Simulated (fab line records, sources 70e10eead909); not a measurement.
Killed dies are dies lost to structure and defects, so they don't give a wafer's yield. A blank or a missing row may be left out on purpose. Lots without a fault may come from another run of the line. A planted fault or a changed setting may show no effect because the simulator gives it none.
fab line records | flow nand_harc
record lots=13 wafers=39 last_day=24
route steps=1159 shown P_ZERO_WELL@26 P_GATE@131
lots that met no fault: from a run of the same line without faults
start_h: hours from the record's first day to the start of the lot's first wafer shown | wait_h: hours since the lot's step before | " the same as in the row above | L1.1+2: a row that stands for several wafers | - no value, or no start given | * or withheld: withheld | < > ~ a bound
route shown NAME@n: a module of which the file shows steps, and the number in the route of the first | usual: mean/standard deviation of fault-free wafers | same: alike in all rows | chamber/n: place in a boat | sites: the reading at each site | _std_site: their standard deviation | _edge_site: outer sites' mean less inner sites' | radius_mm: how far each site lies from the wafer's centre | mask NAME#n: copy n | behind: the tool/chamber that last shaped the wafer | hold: why the lot was held/for how many hours/how that ended | device: the transistor (n, p or np) that didn't switch | end of line: the same wafers' tests at the end of the route | a step without rows: its recipe alone | killed: dies lost to structure and defects at the first sort, not the wafer's yield | map: a wafer's dies, x killed, . not, _ none there
set.NAME: the setting as run; set.NAME@STEP: as run at that earlier step | model.NAME: the simulator's own value behind a step, which no gauge read
steps of the route over a sample of lots; a table a step, a row a wafer
services: from which hour (start_h, from the record's first day; less than 0 if before it) a tool's chamber was out of use, for how many hours, and why
## steps
# step NHARC_P_ZERO_WELL_EXPOSE_21
# recipe na=0.6 target_cd_nm=720 dose_mj=22.31 mask_id=P_NWELL
# columns lot.wafer tool chamber start_h wait_h mask
L668.1+4+6 krf_scanner-03 0 14.47 - P_NWELL#0
L669.4+5+6 krf_scanner-03 0 20.26 - P_NWELL#0
L670.1+3+6 krf_scanner-03 0 26.32 - P_NWELL#0
L671.1+3+6 krf_scanner-03 0 32.30 - P_NWELL#0
L672.2+4+6 krf_scanner-04 0 38.34 - P_NWELL#0
L675.1+4+6 krf_scanner-03 0 56.44 - P_NWELL#0
L678.2+4+5 krf_scanner-04 0 74.56 - P_NWELL_R1#0
L679.1+5+6 krf_scanner-03 0 80.48 - P_NWELL#0
L685.1+3+6 krf_scanner-04 0 116.43 - P_NWELL#0
L687.2+3+6 krf_scanner-03 0 128.44 - P_NWELL#0
L688.3+5+6 krf_scanner-03 0 134.33 - P_NWELL#0
L689.2+3+5 krf_scanner-03 0 140.31 - P_NWELL#0
L691.1+4+6 krf_scanner-04 0 152.45 - P_NWELL#0
# step NHARC_P_ZERO_WELL_CD_MEAS_24
# recipe target_cd_nm=720 landing_energy_ev=500
# usual cd_nm=720.2/1.6
# columns lot.wafer tool chamber start_h wait_h cd_nm
L668.1 cd_sem-03 0 14.62 - 720.3
L668.4 " 0 " " 718.4
L668.6 " 0 " " 718.8
L669.4 cd_sem-02 0 20.41 - 719.5
L669.5 " 0 " " 721.3
L669.6 " 0 " " 720.7
L670.1 cd_sem-02 0 26.47 - 720.2
L670.3 " 0 " " 720.1
L670.6 " 0 " " 720.6
L671.1 cd_sem-03 0 32.46 - 718.3
L671.3 " 0 " " 719.5
L671.6 " 0 " " 720.2
L672.2 cd_sem-02 0 38.50 - 718.3
L672.4 " 0 " " 719.5
L672.6 " 0 " " 721.1
L675.1 cd_sem-03 0 56.60 - 721.1
L675.4 " 0 " " 722.2
L675.6 " 0 " " 720.0
L678.2 cd_sem-02 0 74.72 - 704.1
L678.4 " 0 " " 704.3
L678.5 " 0 " " 703.4
L679.1 cd_sem-02 0 80.63 - 721.6
L679.5 " 0 " " 723.0
L679.6 " 0 " " 723.0
L685.1 cd_sem-03 0 116.60 - 721.0
L685.3 " 0 " " 721.0
L685.6 " 0 " " 720.3
L687.2 cd_sem-02 0 128.59 - 722.3
L687.3 " 0 " " 723.7
L687.6 " 0 " " 722.5
L688.3 cd_sem-01 0 134.48 - 718.5
L688.5 " 0 " " 718.6
L688.6 " 0 " " 718.7
L689.2 cd_sem-02 0 140.47 - 719.6
L689.3 " 0 " " 721.2
L689.5 " 0 " " 723.1
L691.1 cd_sem-02 0 152.62 - 718.7
L691.4 " 0 " " 720.3
L691.6 " 0 " " 718.3
# step NHARC_P_ZERO_WELL_DESCUM_26
# recipe time_s=3 o2_flow_sccm=200 ar_flow_sccm=0 bias_power_w=0 chemistry=O2
# usual drypump_motor_current_A=5.8/0.51 oes_product_au=1.004/0.0071 rf_vpp_V=57.6/0.86 showerhead_plenum_p_Torr=1.88/0.085 throttle_valve_pct=11.312/0.0076
# columns lot.wafer tool chamber start_h wait_h drypump_motor_current_A oes_product_au rf_hours_counter_h rf_vpp_V showerhead_plenum_p_Torr throttle_valve_pct
L668.4 rie_diel-05 3 14.78 - 6.1 1.009 1.8 59.2 1.93 11.313
L668.1 " 0 " " 4.9 0.993 2.5 57.1 1.82 11.305
L668.6 " 3 " " 6.1 1.003 - 56.5 1.93 11.312
L669.4 rie_diel-01 3 20.57 - 6.7 1.005 4.7 58.4 1.79 11.316
L669.5 " 2 " " 5.3 1.018 - 59.0 2.04 11.306
L669.6 " 3 " " 6.7 0.997 - 57.0 1.79 11.304
L670.3 rie_diel-01 1 26.66 - 5.5 1.012 5.5 57.6 1.90 11.303
L670.1 " 2 " " 5.3 1.005 4.2 57.0 2.04 11.311
L670.6 " 0 " " 6.3 1.002 - 57.3 1.99 11.291
L671.1 rie_diel-03 2 32.65 - 6.2 0.988 9.1 57.0 1.78 11.315
L671.3 " 0 " " 5.7 1.005 - 57.1 1.85 11.298
L671.6 " 2 " " 6.2 0.996 - 57.7 1.78 11.313
L672.2 rie_diel-05 2 38.68 - 6.6 1.001 2.3 57.5 2.01 11.313
L672.4 " 3 " " 6.1 1.009 2.9 58.3 1.93 11.320
L672.6 " 0 " " 4.9 1.002 - 56.9 1.82 11.307
L675.4 rie_diel-01 2 56.77 - 5.3 1.019 6.6 59.5 2.04 11.313
L675.1 " 0 " " 6.3 1.008 7.8 58.7 1.99 11.312
L675.6 " 1 " " 5.5 1.015 - 56.9 1.90 11.313
L678.2 rie_diel-03 0 74.97 - 5.8 1.002 2.8 57.3 1.85 11.315
L678.4 " 2 " " 6.1 1.000 3.9 57.5 1.78 11.305
L678.5 " 3 " " 5.9 0.996 - 56.4 1.87 11.319
L679.1 rie_diel-05 2 80.83 - 6.6 1.002 6.5 56.7 2.01 11.316
L679.5 " 3 " " 6.1 1.013 - 56.5 1.93 11.312
L679.6 " 1 " " 5.1 0.991 - 58.2 1.80 11.320
L685.3 rie_diel-05 2 116.76 - 6.6 1.010 7.7 56.7 2.01 11.312
L685.1 " 3 " " 6.1 1.013 8.3 57.8 1.93 11.317
L685.6 " 1 " " 5.1 1.008 - 56.4 1.80 11.290
L687.3 rie_diel-05 1 128.75 - 5.1 1.001 8.6 59.0 1.80 11.315
L687.2 " 3 " " 6.1 1.021 8.4 57.5 1.93 11.310
L687.6 " 1 " " 5.1 1.012 - 57.7 1.80 11.305
L688.3 rie_diel-01 2 134.68 - 5.3 1.009 11.3 58.7 2.04 11.303
L688.5 " 3 " " 6.7 1.001 - 57.3 1.79 11.323
L688.6 " 0 " " 6.3 0.996 - 57.7 1.98 11.303
L689.2 rie_diel-03 2 140.65 - 6.2 1.005 8.6 56.9 1.78 11.307
L689.3 " 3 " " 5.9 1.004 9.3 57.3 1.87 11.330
L689.5 " 0 " " 5.8 1.011 - 57.5 1.85 11.320
L691.1 rie_diel-01 3 152.79 - 6.7 1.012 0.6 58.4 1.79 11.305
L691.4 " 0 " " 6.3 0.999 0.7 57.7 1.98 11.310
L691.6 " 2 " " 5.3 1.012 - 58.3 2.04 11.327
# step NHARC_P_ZERO_WELL_INSPECT_43
# usual raw_defect_count=13/5.5
# columns lot.wafer tool chamber start_h wait_h raw_defect_count
L668.1 defect_inspect-02 - 19.49 0.6 20
L668.4 " - " " 14
L668.6 " - " " 13
L669.4 defect_inspect-01 - 25.52 0.2 8
L669.5 " - " " 15
L669.6 " - " " 15
L670.1 defect_inspect-01 - 31.48 0.6 12
L670.3 " - " " 9
L670.6 " - " " 23
L671.1 defect_inspect-01 - 37.52 0.6 10
L671.3 " - " " 11
L671.6 " - " " 21
L672.2 defect_inspect-01 - 43.53 0.5 9
L672.4 " - " " 4
L672.6 " - " " 18
L675.1 defect_inspect-02 - 61.61 0.6 10
L675.4 " - " " 11
L675.6 " - " " 19
L678.2 defect_inspect-02 - 79.76 0.5 25
L678.4 " - " " 13
L678.5 " - " " 21
L679.1 defect_inspect-02 - 85.53 0.6 10
L679.5 " - " " 7
L679.6 " - " " 13
L685.1 defect_inspect-01 - 121.85 0.6 13
L685.3 " - " " 17
L685.6 " - " " 13
L687.2 defect_inspect-01 - 133.72 0.5 15
L687.3 " - " " 10
L687.6 " - " " 17
L688.3 defect_inspect-02 - 139.64 0.4 14
L688.5 " - " " 12
L688.6 " - " " 8
L689.2 defect_inspect-01 - 145.48 0.5 8
L689.3 " - " " 7
L689.5 " - " " 19
L691.1 defect_inspect-02 - 157.62 0.6 18
L691.4 " - " " 4
L691.6 " - " " 11
# step NHARC_P_GATE_HM_DEP_102
# recipe target_thk_a=1200 temp_c=400 material=aC
# usual throttle_valve_pct=35.001/0.0092
# columns lot.wafer tool chamber start_h wait_h throttle_valve_pct
L668.1 acl_dep-03 0 82.40 1.0 35.005
L668.4 " 0 " " 34.996
L668.6 " 0 " " 35.002
L669.4 acl_dep-02 0 101.84 1.6 35.000
L669.5 " 0 " " 34.987
L669.6 " 0 " " 35.026
L670.1 acl_dep-01 0 102.00 1.8 34.995
L670.3 " 0 " " 34.990
L670.6 " 0 " " 35.000
L671.1 acl_dep-01 0 104.67 0.4 35.007
L671.3 " 0 " " 34.990
L671.6 " 0 " " 34.997
L672.2 acl_dep-02 0 117.30 2.1 34.984
L672.4 " 0 " " 35.002
L672.6 " 0 " " 34.980
L675.1 acl_dep-01 0 130.60 0.4 34.993
L675.4 " 0 " " 35.003
L675.6 " 0 " " 34.988
L679.1 acl_dep-01 0 154.55 0.4 34.986
L679.5 " 0 " " 35.009
L679.6 " 0 " " 35.003
L678.2 acl_dep-02 0 154.68 0.5 34.993
L678.4 " 0 " " 34.993
L678.5 " 0 " " 34.986
L685.1 acl_dep-02 0 192.19 1.5 35.004
L685.3 " 0 " " 35.002
L685.6 " 0 " " 34.986
L687.2 acl_dep-01 0 197.31 0.5 35.005
L687.3 " 0 " " 34.998
L687.6 " 0 " " 35.007
L689.2 acl_dep-01 0 209.47 0.5 35.002
L689.3 " 0 " " 34.998
L689.5 " 0 " " 35.001
L688.3 acl_dep-03 0 209.57 0.6 34.998
L688.5 " 0 " " 35.006
L688.6 " 0 " " 35.002
L691.1 acl_dep-01 0 219.92 0.4 35.001
L691.4 " 0 " " 35.003
L691.6 " 0 " " 35.014
## services
# columns tool chamber start_h hours kind
krf_scanner-03 - 1.44 4.0 pm
rie_diel-03 1 26.85 10.4 repair
rie_diel-03 3 31.03 5.1 repair
rie_diel-03 - 38.30 9.0 pm
rie_diel-05 0 43.36 118.1 repair
krf_scanner-04 - 45.40 0.7 repair
acl_dep-02 - 54.98 9.2 repair
rie_diel-03 0 63.07 7.1 repair
rie_diel-05 1 97.08 4.5 repair
krf_scanner-04 - 108.14 1.2 repair
acl_dep-01 - 111.09 13.0 pm
rie_diel-01 2 112.53 6.3 repair
krf_scanner-04 - 113.00 1.2 repair
krf_scanner-04 - 126.00 4.0 pm
rie_diel-01 - 138.10 9.0 pm
rie_diel-05 - 163.60 9.0 pm
acl_dep-02 - 167.58 13.0 pm
krf_scanner-03 - 173.44 4.0 pm
krf_scanner-03 - 177.91 0.7 repair
rie_diel-05 - 192.38 0.9 repair
krf_scanner-04 - 206.94 1.8 repair
rie_diel-05 3 212.10 15.4 repair
krf_scanner-03 - 217.67 2.0 repair
rie_diel-05 0 218.55 2.4 repair
## key
first_sign step=NHARC_P_ZERO_WELL_EXPOSE_21 reading=mask direction=changed
effect step=NHARC_P_ZERO_WELL_CD_MEAS_24 reading=cd_nm direction=down sigmas=10 usual=720.2 struck=704.0
met_at NHARC_P_ZERO_WELL_EXPOSE_21
struck_lots L678
tester_left_out L678
not_acting_at NHARC_P_ZERO_WELL_DESCUM_26,NHARC_P_ZERO_WELL_INSPECT_43,NHARC_P_GATE_HM_DEP_102
onset_between 38.34 74.56
fault kind=wrong_mask tool=any chamber=- onset_h=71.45 steps=NHARC_P_ZERO_WELL_EXPOSE_21 aux_copy=P_NWELL_R1#0 cd_offset_nm=-15.345 scope=struck_lots_only
# tester_left_out: of these lots the tester's yield and bins aren't shown, on N5 and GAA mostly nor the transistor test; their killed dies are dies lost to structure and defects alone, not to doping, threshold or leakage, so they don't give the yield
